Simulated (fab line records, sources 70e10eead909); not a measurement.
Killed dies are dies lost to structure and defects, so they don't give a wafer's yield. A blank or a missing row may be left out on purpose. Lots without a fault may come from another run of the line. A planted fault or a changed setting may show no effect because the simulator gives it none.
Which tool did it? | flow nand_harc | 13 lots, 39 wafers sampled, at 5 steps of a route of 1302

WHAT THE GAUGES READ, wafer by wafer
NHARC_A_BLC_INSPECT_12. Usual: raw_defect_count 82, standard deviation 39.
lot  | measured     | on                | raw_defect_count | flag
L669 | day 22 11:29 | defect_inspect-02 | 162 142 136      |
L673 | day 23 22:47 | defect_inspect-01 | 22 27 22         |
L671 | day 23 23:31 | defect_inspect-02 | 89 109 124       |
L672 | day 24 08:26 | defect_inspect-01 | 164 145 159      |
L680 | day 27 15:46 | defect_inspect-01 | 27 26 30         |
L681 | day 27 17:55 | defect_inspect-01 | 38 40 38         |
L683 | day 28 11:17 | defect_inspect-02 | 70 78 66         |
L685 | day 28 23:51 | defect_inspect-02 | 123 117 110      |
L687 | day 29 21:58 | defect_inspect-01 | 168 154 170      |
L690 | day 30 17:42 | defect_inspect-02 | 62 67 58         |
L689 | day 30 18:38 | defect_inspect-01 | 69 88 89         |
L691 | day 31 11:25 | defect_inspect-02 | 73 91 65         |
L692 | day 32 02:04 | defect_inspect-02 | 65 66 73         |

NHARC_A_M0_OVL_MEAS_10: pitch 160 nm. Usual: overlay_x_nm 0.2 nm, standard deviation 0.89; overlay_y_nm 0.0 nm, standard deviation 0.87.
lot  | measured     | on         | overlay_x_nm (nm) | overlay_y_nm (nm) | flag
L669 | day 22 15:22 | overlay-02 | -0.5 -0.9 -1.0    | -0.9 -1.1 -0.7    |
L673 | day 24 03:02 | overlay-01 | 1.0 1.4 0.9       | -2.0 -1.1 -1.8    |
L671 | day 24 04:08 | overlay-01 | 0.0 -0.3 -0.4     | 0.2 0.5 0.5       |
L672 | day 24 12:26 | overlay-01 | 1.4 1.6 1.9       | -0.7 -0.9 -0.7    |
L680 | day 27 19:54 | overlay-01 | -0.4 0.0 -0.7     | 0.5 0.5 0.9       |
L681 | day 27 21:47 | overlay-02 | 0.7 0.2 0.3       | 0.5 -0.3 -0.1     |
L683 | day 28 15:16 | overlay-01 | -0.1 -1.2 0.3     | 0.9 0.6 0.6       |
L685 | day 29 03:51 | overlay-02 | 0.2 0.4 -0.2      | 0.7 -0.1 0.6      |
L687 | day 30 01:49 | overlay-02 | 0.3 -0.4 -0.5     | -0.2 0.3 -0.7     |
L690 | day 30 21:43 | overlay-02 | 1.1 0.5 0.5       | -1.2 -2.0 -1.5    |
L689 | day 30 22:33 | overlay-01 | -1.0 -0.8 -0.4    | 1.0 1.0 0.5       |
L691 | day 31 15:25 | overlay-02 | 1.4 1.0 1.4       | 1.9 1.6 1.7       |
L692 | day 32 05:56 | overlay-02 | 0.7 1.0 0.9       | -0.7 -0.6 -0.9    |

NHARC_END_SORT_01. Usual: defect_limited_yield 91.1 %, standard deviation 2.7; killed_at_array 55, standard deviation 19; killed_at_other 0.6, standard deviation 0.99; killed_at_periphery 4.2, standard deviation 2.6; killed_dies 60, standard deviation 18; killed_open 3.4, standard deviation 1.7; killed_short 2.3, standard deviation 1.5.
lot  | measured     | on        | defect_limited_yield (%) | killed_at_array | killed_at_other | killed_at_periphery | killed_dies | killed_open | killed_short | flag
L669 | day 24 11:37 | prober-02 | 87.7 89.7 89.7           | 81 67 62        | 0 1 1           | 2 2 7               | 83 70 70    | 3 3 3       | 3 4 1        |
L673 | day 25 20:31 | prober-02 | 94.4 95.0 96.3           | 30 28 19        | 2 1 4           | 6 5 2               | 38 34 25    | 4 4 1       | 0 3 0        |
L671 | day 26 03:31 | prober-02 | 88.3 87.4 88.9           | 76 80 74        | 1 1 0           | 2 4 1               | 79 85 75    | 7 2 5       | 3 5 3        |
L672 | day 26 04:46 | prober-01 | 85.8 88.0 85.1           | 96 78 100       | 0 0 0           | 0 3 1               | 96 81 101   | 4 4 2       | 1 0 4        |
L680 | day 29 10:21 | prober-02 | 95.6 95.3 93.6           | 25 25 33        | 1 3 4           | 4 4 6               | 30 32 43    | 3 2 4       | 0 1 2        |
L681 | day 29 11:10 | prober-01 | 95.7 93.5 94.1           | 29 40 37        | 0 0 0           | 0 4 3               | 29 44 40    | 4 2 2       | 0 4 5        |
L683 | day 30 09:27 | prober-02 | 93.2 91.0 91.9           | 41 59 51        | 1 0 3           | 4 2 1               | 46 61 55    | 3 6 1       | 1 1 4        |
L685 | day 30 19:56 | prober-01 | 89.8 90.1 91.0           | 67 64 59        | 2 1 0           | 0 2 2               | 69 67 61    | 3 3 3       | 1 2 0        |
L687 | day 31 17:59 | prober-02 | 85.2 86.1 86.6           | 92 88 83        | 0 2 0           | 8 4 8               | 100 94 91   | 4 3 1       | 2 2 2        |
L690 | day 32 20:59 | prober-02 | 92.2 92.5 93.8           | 45 45 39        | 1 1 0           | 7 5 3               | 53 51 42    | 6 9 4       | 4 6 2        |
L689 | day 32 19:58 | prober-01 | 91.4 91.4 91.7           | 55 56 51        | 0 0 0           | 3 2 5               | 58 58 56    | 4 3 0       | 2 3 1        |
L691 | day 33 09:37 | prober-01 | 88.5 88.9 91.7           | 62 70 46        | 0 0 0           | 16 5 10             | 78 75 56    | 7 1 0       | 0 2 2        |
L692 | day 34 04:44 | prober-02 | 93.4 92.5 91.9           | 38 41 49        | 0 0 0           | 7 10 6              | 45 51 55    | 1 4 4       | 1 2 1        |

WHICH TOOL RAN EACH LOT (tool, then ch and the chambers of the sampled wafers, then the start)
lot  | NHARC_A_BLC_STRIP_29               | NHARC_A_M0_SOFTBAKE_04
L669 | rie_diel-01 ch 0,3, day 22 12:37   | litho_track-06 ch 0, day 22 14:00
L673 | rie_diel-01 ch 0,2,3, day 23 23:53 | litho_track-01 ch 0, day 24 02:00
L671 | rie_diel-11 ch 0,1, day 24 01:10   | litho_track-01 ch 0, day 24 03:00
L672 | rie_diel-11 ch 0,1,3, day 24 09:33 | litho_track-01 ch 0, day 24 11:00
L680 | rie_diel-01 ch 2,3, day 27 16:59   | litho_track-06 ch 0, day 27 19:00
L681 | rie_diel-01 ch 0,1,3, day 27 19:01 | litho_track-06 ch 0, day 27 21:00
L683 | rie_diel-11 ch 0,1, day 28 12:23   | litho_track-04 ch 0, day 28 14:00
L685 | rie_diel-01 ch 0,2,3, day 29 00:58 | litho_track-01 ch 0, day 29 03:00
L687 | rie_diel-11 ch 2,3, day 29 23:04   | litho_track-04 ch 0, day 30 01:00
L690 | rie_diel-11 ch 0,1,2, day 30 18:49 | litho_track-01 ch 0, day 30 21:00
L689 | rie_diel-01 ch 2,3, day 30 19:44   | litho_track-06 ch 0, day 30 22:00
L691 | rie_diel-01 ch 0,1,2, day 31 12:32 | litho_track-01 ch 0, day 31 14:00
L692 | rie_diel-12 ch 1,2,3, day 32 03:10 | litho_track-01 ch 0, day 32 05:00
- NHARC_A_BLC_STRIP_29: strips in CF4.
- NHARC_A_M0_SOFTBAKE_04: time 55 s.

WHAT THE TOOLS THEMSELVES READ (means of the sampled wafers that have a number; where no wafer has one, the mark that the record gives instead)
NHARC_A_BLC_STRIP_29. Usual: drypump_motor_current_A 5.6 A, standard deviation 0.45; oes_product_au 0.996 a.u., standard deviation 0.0087; rf_vpp_V 59.3 V, standard deviation 0.9; showerhead_plenum_p_Torr 1.73 Torr, standard deviation 0.082; throttle_valve_pct 13.283 %, standard deviation 0.0087.
lot  | tool        | drypump_motor_current_A (A) | oes_product_au (a.u.) | rf_vpp_V (V) | showerhead_plenum_p_Torr (Torr) | throttle_valve_pct (%) | flag
L669 | rie_diel-01 | 5.2                         | 1.005                 | 59.6         | 1.70                            | 13.284                 |
L673 | rie_diel-01 | 5.2                         | 0.992                 | 59.2         | 1.67                            | 13.284                 |
L671 | rie_diel-11 | 6.0                         | 0.998                 | 59.8         | 1.77                            | 13.282                 |
L672 | rie_diel-11 | 5.7                         | 0.991                 | 58.9         | 1.73                            | 13.280                 |
L680 | rie_diel-01 | 5.3                         | 1.004                 | 59.5         | 1.69                            | 13.283                 |
L681 | rie_diel-01 | 5.6                         | 1.000                 | 59.4         | 1.74                            | 13.285                 |
L683 | rie_diel-11 | 6.1                         | 0.989                 | 58.5         | 1.77                            | 13.272                 |
L685 | rie_diel-01 | 5.3                         | 0.999                 | 59.4         | 1.67                            | 13.287                 |
L687 | rie_diel-11 | 5.5                         | 1.003                 | 59.7         | 1.81                            | 13.280                 |
L690 | rie_diel-11 | 5.9                         | 1.000                 | 58.4         | 1.79                            | 13.287                 |
L689 | rie_diel-01 | 5.4                         | 0.989                 | 58.7         | 1.67                            | 13.286                 |
L691 | rie_diel-01 | 5.7                         | 0.994                 | 59.1         | 1.71                            | 13.285                 |
L692 | rie_diel-12 | 5.9                         | 0.984                 | 59.7         | 1.74                            | 13.291                 |

NHARC_A_M0_SOFTBAKE_04. Usual: heater_power_total_W 188.44 W, standard deviation 0.13.
lot  | tool           | heater_power_total_W (W) | flag
L669 | litho_track-06 | 188.54                   |
L673 | litho_track-01 | 188.40                   |
L671 | litho_track-01 | 188.37                   |
L672 | litho_track-01 | 188.44                   |
L680 | litho_track-06 | 323.22                   | OFF
L681 | litho_track-06 | 323.26                   | OFF
L683 | litho_track-04 | 188.36                   |
L685 | litho_track-01 | 188.34                   |
L687 | litho_track-04 | 188.36                   |
L690 | litho_track-01 | 188.45                   |
L689 | litho_track-06 | 188.62                   |
L691 | litho_track-01 | 188.39                   |
L692 | litho_track-01 | 188.49                   |

THE ANSWER, worked out from the rows above alone
Rule: a lot is off if the mean of its wafers that have a number lies more than 3 standard deviations from the usual mean. A lot without any number at a reading at which 4 lots or more have one is off too. The other lots that the step has rows for count as sound. The gauges are gone through in route order, then the tools' own readings, and for those a lot's mean is taken as printed above. The first step at which some lot is off is used, and at that step the reading that is off furthest; a lot without a number counts as furthest.
Off: L680, L681, at NHARC_A_M0_SOFTBAKE_04 (heater_power_total_W).
A tool fits if, at that step or a process step before it, it ran every lot that is off, and no sound lot after the first of them. None of those tried fits.

WHAT THE SIMULATOR HAD PUT IN
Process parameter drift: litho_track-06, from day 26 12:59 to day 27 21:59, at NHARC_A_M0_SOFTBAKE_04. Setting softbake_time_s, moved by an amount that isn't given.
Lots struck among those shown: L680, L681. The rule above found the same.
